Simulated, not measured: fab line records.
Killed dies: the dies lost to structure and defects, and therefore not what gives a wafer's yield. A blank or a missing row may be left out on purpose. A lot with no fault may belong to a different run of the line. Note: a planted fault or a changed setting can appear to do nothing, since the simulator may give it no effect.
Matching of chambers | flow n5-finfet | rie-diel-01 running N5_BEOL_M11_STRIP_67: 4 sister chambers
The step strips in CF4. 22 wafers are shown with their chamber, then 11 later ones without.

WAFERS, EACH WITH ITS CHAMBER
wafer  | chamber | drypump-motor-current-A (A) | showerhead-plenum-p-Torr (Torr) | throttle-valve-pct (%)
L074.1 | 3       | 5.9                         | 1.82                            | 13.65
L074.3 | 0       | 6.3                         | 1.82                            | 13.78
L074.5 | 1       | 5.8                         | 1.83                            | 13.48
L077.2 | 2       | 5.8                         | 1.90                            | 13.41
L077.3 | 3       | 5.8                         | 1.82                            | 13.67
L077.4 | 0       | 6.3                         | 1.82                            | 13.77
L079.2 | 2       | 5.8                         | 1.89                            | 13.42
L079.3 | 3       | 5.9                         | 1.81                            | 13.68
L079.5 | 3       | 5.9                         | 1.82                            | 13.68
L080.1 | 1       | 5.8                         | 1.83                            | 13.50
L080.3 | 0       | 6.3                         | 1.82                            | 13.80
L080.4 | 2       | 5.8                         | 1.89                            | 13.42
L087.1 | 2       | 5.8                         | 1.89                            | 13.47
L087.2 | 0       | 6.3                         | 1.81                            | 13.83
L087.3 | 1       | 5.8                         | 1.83                            | 13.53
L087.4 | 3       | 5.8                         | 1.81                            | 13.72
L087.5 | 1       | 5.8                         | 1.83                            | 13.54
L087.6 | 0       | 6.3                         | 1.81                            | 13.82
L085.3 | 2       | 5.8                         | 1.89                            | 13.45
L085.5 | 2       | 5.8                         | 1.89                            | 13.47
L085.6 | 3       | 5.8                         | 1.81                            | 13.71
L086.1 | 3       | 5.8                         | 1.81                            | 13.71

SIGNATURES (averages over the wafers above)
reading                  | chamber 0 | chamber 1 | chamber 2 | chamber 3 | scatter within a chamber
drypump-motor-current-A  | 6.300     | 5.800     | 5.800     | 5.843     | 0.0309
showerhead-plenum-p-Torr | 1.8160    | 1.8300    | 1.8917    | 1.8143    | 0.00456
throttle-valve-pct       | 13.8000   | 13.5125   | 13.4400   | 13.6886   | 0.0262
Rule: for a wafer and a chamber, the distance is found by dividing, reading by reading, the gap between the wafer's reading and the chamber's mean by the reading's scatter, squaring, summing and taking the root. If the next closest chamber is less than 2 further off than the closest, the wafer can't be placed; otherwise it belongs to the closest. The scatter: take each reading less its chamber's mean, square it, sum over the shown wafers, divide by the number of wafers less the number of chambers, and take the root.

WAFERS WITH NO CHAMBER GIVEN
wafer  | drypump-motor-current-A (A) | showerhead-plenum-p-Torr (Torr) | throttle-valve-pct (%)
L086.2 | 5.8                         | 1.83                            | 13.54
L086.3 | 5.8                         | 1.89                            | 13.45
L086.4 | 6.3                         | 1.81                            | 13.83
L086.5 | 6.3                         | 1.81                            | 13.83
L086.6 | 5.8                         | 1.81                            | 13.71
L093.1 | 5.8                         | 1.82                            | 13.57
L093.3 | 5.8                         | 1.89                            | 13.50
L093.5 | 5.9                         | 1.89                            | 13.48
L095.2 | 6.3                         | 1.81                            | 13.87
L095.4 | 5.8                         | 1.82                            | 13.58
L095.5 | 5.8                         | 1.89                            | 13.49

WHICH CHAMBER EACH ONE RAN IN
wafer  | from the rows above     | in truth
L086.2 | 1                       | 1
L086.3 | 2                       | 2
L086.4 | 0                       | 0
L086.5 | 0                       | 0
L086.6 | 3                       | 3
L093.1 | can't be placed: 1 or 3 | 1
L093.3 | 2                       | 2
L093.5 | 2                       | 2
L095.2 | 0                       | 0
L095.4 | can't be placed: 1 or 3 | 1
L095.5 | 2                       | 2
9 of 11 placed correctly. From these rows, 2 cannot be placed; in 2 the true chamber is one of the candidates. Number placed wrongly: 0.
